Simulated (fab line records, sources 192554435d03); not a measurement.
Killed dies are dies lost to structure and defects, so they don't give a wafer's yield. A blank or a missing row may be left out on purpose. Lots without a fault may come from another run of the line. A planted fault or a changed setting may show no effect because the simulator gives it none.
Which tool did it? | flow n5_finfet | 9 lots, 27 wafers sampled, at 4 steps of a route of 1938

WHAT THE GAUGES READ, wafer by wafer
N5_BEOL_M4_RC_MEAS_101.
lot  | measured     | on        | SS_N (mV/dec)
L627 | day 8 02:04  | prober-02 | 72.0 72.5 72.6
L633 | day 10 05:40 | prober-02 | 76.1 85.3 70.9
L634 | day 10 21:11 | prober-01 | 70.8 71.8 71.5
L637 | day 11 12:04 | prober-02 | 76.1 75.4 72.8
L642 | day 11 22:50 | prober-02 | 71.9 72.0 72.1
L645 | day 13 00:09 | prober-02 | 72.1 71.5 72.0
L646 | day 13 22:40 | prober-02 | 72.7 73.0 71.8
L647 | day 13 22:26 | prober-01 | 72.0 71.8 72.2
L648 | day 14 00:07 | prober-02 | 72.5 71.5 72.1

WHICH TOOL RAN EACH LOT (tool, then ch and the chambers of the sampled wafers, then the start)
lot  | N5_FIN_CUT_STRIP_22               | N5_STI_FIN_REVEAL_ALD_14         | N5_STI_FIN_REVEAL_ETCHBACK_08
L627 | rie_diel-02 ch 0,1,2, day 2 08:50 | ald_sin-03 ch 0,1,2, day 2 09:38 | rie_diel-01 ch 1,3, day 2 15:20
L633 | rie_diel-06 ch 0,1,3, day 3 22:20 | ald_sin-01 ch 0,2, day 3 22:35   | rie_diel-01 ch 1,2,3, day 4 04:10
L634 | rie_diel-04 ch 1,2, day 4 05:50   | ald_sin-03 ch 0,2,3, day 4 06:05 | rie_diel-03 ch 1,3, day 4 12:16
L637 | rie_diel-06 ch 0,2,3, day 4 22:50 | ald_sin-04 ch 1,2, day 4 23:10   | rie_diel-01 ch 1,2,3, day 5 04:46
L642 | rie_diel-04 ch 0,1, day 6 06:07   | ald_sin-01 ch 0,1,3, day 6 06:22 | rie_diel-05 ch 0,2,3, day 6 12:10
L645 | rie_diel-02 ch 0,2,3, day 6 22:57 | ald_sin-01 ch 0,1, day 6 23:34   | rie_diel-05 ch 1,2, day 7 05:08
L646 | rie_diel-04 ch 2,3, day 7 06:27   | ald_sin-01 ch 0,2,3, day 7 06:42 | rie_diel-01 ch 1,2,3, day 7 12:47
L647 | rie_diel-02 ch 1,2,3, day 7 12:11 | ald_sin-04 ch 1,2, day 7 12:26   | rie_diel-01 ch 0,1, day 7 18:16
L648 | rie_diel-06 ch 0,2,3, day 7 17:11 | ald_sin-03 ch 0,2,3, day 7 17:25 | rie_diel-05 ch 0,2,3, day 7 23:04
- N5_FIN_CUT_STRIP_22: strips in N2/H2.
- N5_STI_FIN_REVEAL_ALD_14: deposits Si3N4, target thk 3 nm.
- N5_STI_FIN_REVEAL_ETCHBACK_08: etches SiO2 in C4F6/O2, target depth 30.5 nm, time 10.167 s.

THE ANSWER, worked out from the rows above alone
Rule: what is usual is taken from the lots themselves. Put in order of their means at a reading, lots are off if they are a third of the lots or fewer, leave a main group of 4 or more, and stand apart from it by a gap of 3 or more times the standard deviation of the main group's means; of several such gaps the widest counts. A main group whose means are all the same, to the digits that the tables above print for the reading, isn't used. A lot without any number at a reading at which 4 lots or more have one is off too. The other lots that the step has rows for count as sound.
Off: L633, L637, at N5_BEOL_M4_RC_MEAS_101 (SS_N). The main group: mean 72.0 mV/dec, standard deviation 0.34.
A tool fits if, at a process step before that reading, it ran every lot that is off, and no sound lot after the first of them. The gauges at N5_BEOL_M4_RC_MEAS_101 are tried like those tools. None of those tried fits.

WHAT THE SIMULATOR HAD PUT IN
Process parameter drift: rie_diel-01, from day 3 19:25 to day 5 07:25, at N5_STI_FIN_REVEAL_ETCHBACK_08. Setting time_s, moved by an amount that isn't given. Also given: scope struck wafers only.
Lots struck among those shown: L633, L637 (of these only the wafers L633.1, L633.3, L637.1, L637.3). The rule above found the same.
